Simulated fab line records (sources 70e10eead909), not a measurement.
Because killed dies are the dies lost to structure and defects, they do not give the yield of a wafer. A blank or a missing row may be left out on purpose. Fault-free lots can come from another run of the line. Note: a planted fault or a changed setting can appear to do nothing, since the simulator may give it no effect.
Which tool did it? :: flow nandHarc :: Sampling: 7 lots, 21 wafers, 3 of 1159 route steps

WHAT THE GAUGES READ, wafer by wafer
NHARC_THIN_TSV_CD_MEAS_12: the cd target is 1000 nm.
lot: L604
measured: day 18 22:31
on: cdSem-02
cdNm (nm): 1000.9 999.4 1000.3

lot: L610
measured: day 21 00:43
on: cdSem-02
cdNm (nm): 999.4 998.3 1000.0

lot: L612
measured: day 21 23:53
on: cdSem-01
cdNm (nm): 1000.7 1001.7 1002.6

lot: L613
measured: day 22 10:22
on: cdSem-01
cdNm (nm): 998.7 997.6 999.2

lot: L618
measured: day 23 12:34
on: cdSem-01
cdNm (nm): 997.5 997.2 997.3

lot: L622
measured: day 23 22:06
on: cdSem-02
cdNm (nm): 1003.1 1001.7 1000.1

lot: L623
measured: day 24 17:51
on: cdSem-02
cdNm (nm): 1002.6 1002.6 1000.3

EACH LOT AND THE TOOL THAT RAN IT (in order: tool; ch and the chambers of the sampled wafers; start)
lot: L604
NHARC_A_STAIRCASE_TRIM_231: rieDiel-10 ch 0,2,3, day 11 13:44
NHARC_THIN_TSV_DEP_43: pecvd-03 ch 0,2, day 18 21:40

lot: L610
NHARC_A_STAIRCASE_TRIM_231: rieDiel-10 ch 0,2,3, day 13 10:14
NHARC_THIN_TSV_DEP_43: pecvd-01 ch 0,1,2, day 20 23:53

lot: L612
NHARC_A_STAIRCASE_TRIM_231: rieDiel-05 ch 1,2, day 14 08:52
NHARC_THIN_TSV_DEP_43: pecvd-03 ch 0,2, day 21 23:05

lot: L613
NHARC_A_STAIRCASE_TRIM_231: rieDiel-01 ch 1,2,3, day 14 21:56
NHARC_THIN_TSV_DEP_43: pecvd-02 ch 0,1,2, day 22 09:43

lot: L618
NHARC_A_STAIRCASE_TRIM_231: rieDiel-01 ch 0,1,3, day 15 13:04
NHARC_THIN_TSV_DEP_43: pecvd-03 ch 0,1,2, day 23 11:44

lot: L622
NHARC_A_STAIRCASE_TRIM_231: rieDiel-05 ch 0,1, day 16 05:23
NHARC_THIN_TSV_DEP_43: pecvd-01 ch 0,1,2, day 23 21:23

lot: L623
NHARC_A_STAIRCASE_TRIM_231: rieDiel-05 ch 1,2,3, day 16 18:36
NHARC_THIN_TSV_DEP_43: pecvd-02 ch 0,1, day 24 17:07
- NHARC_A_STAIRCASE_TRIM_231: chemistry O2, time 211.2 s.
- NHARC_THIN_TSV_DEP_43: deposits SiO2, target thk 1328.5 nm.

THE ANSWER, worked out from the rows above alone
Rule: what is usual is taken from the lots themselves. The widest of any qualifying gaps counts: lots, ordered by their means at a reading, are off when they make up no more than a third of the lots, leave a main group of 4 or more, and stand apart from it by 3 or more times the standard deviation of that group's means. A main group is skipped when, at the precision printed for the reading in the tables above, its means are all equal. Also off: a lot with no number at a reading for which 4 or more lots have one. The other lots that the step has rows for count as sound.
None of the lots is off at any reading shown; this tells nothing.

WHAT THE SIMULATOR HAD INSERTED
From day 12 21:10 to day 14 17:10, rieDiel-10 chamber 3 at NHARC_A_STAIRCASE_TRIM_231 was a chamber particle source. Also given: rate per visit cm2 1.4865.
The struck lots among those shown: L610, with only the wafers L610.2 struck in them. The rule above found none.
